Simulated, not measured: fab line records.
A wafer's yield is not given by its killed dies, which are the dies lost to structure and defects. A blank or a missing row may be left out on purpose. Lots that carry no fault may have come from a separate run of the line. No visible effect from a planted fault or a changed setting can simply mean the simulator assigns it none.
Chamber matching | flow n5 finfet | rie diel-01 running N5_BEOL_M4_STRIP_19: 4 sister chambers
The step strips in O2. 8 wafers are shown with their chamber, then 9 later ones without.

## WAFERS PAIRED WITH THEIR CHAMBERS
wafer  | chamber | drypump motor current A (A) | throttle valve pct (%)
L086.3 | 1       | 5.8                         | 17.43
L089.2 | 0       | 6.3                         | 16.78
L090.1 | 2       | 5.3                         | 16.72
L090.3 | 0       | 6.3                         | 16.79
L090.5 | 1       | 5.7                         | 17.42
L091.2 | 3       | 6.0                         | 16.71
L091.5 | 2       | 5.3                         | 16.71
L091.6 | 3       | 6.0                         | 16.70

## WAFERS WITHOUT THEIR CHAMBER
wafer  | drypump motor current A (A) | throttle valve pct (%)
L093.2 | 6.3                         | 16.78
L093.3 | 5.3                         | 16.72
L093.4 | 6.3                         | 16.81
L095.2 | 6.0                         | 16.73
L095.5 | 6.0                         | 16.74
L095.6 | 6.3                         | 16.81
L097.2 | 5.3                         | 16.76
L097.4 | 6.0                         | 16.77
L097.6 | 6.0                         | 16.74

## THE CHAMBER EACH PASSED THROUGH
wafer  | from the rows above     | in truth
L093.2 | 0                       | 0
L093.3 | 2                       | 2
L093.4 | 0                       | 0
L095.2 | 3                       | 3
L095.5 | 3                       | 3
L095.6 | 0                       | 0
L097.2 | 2                       | 2
L097.4 | can't be placed: 0 or 3 | 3
L097.6 | 3                       | 3
Correctly placed: 8 of 9. Cannot be placed on the basis of these rows: 1; the candidates contain the true chamber in 1. Wrongly placed: 0.
How it was worked out, from the rows above alone: a wafer's distance from a chamber is the root of the sum, over the readings, of the square of ((its reading less the chamber's mean) divided by the reading's scatter). The wafer belongs to the nearest chamber; if the next one is less than 2 further off, it can't be placed. Each chamber's mean is taken over the wafers shown for it. The scatter: take each reading less its chamber's mean, square it, sum over the shown wafers, divide by the number of wafers less the number of chambers, and take the root.
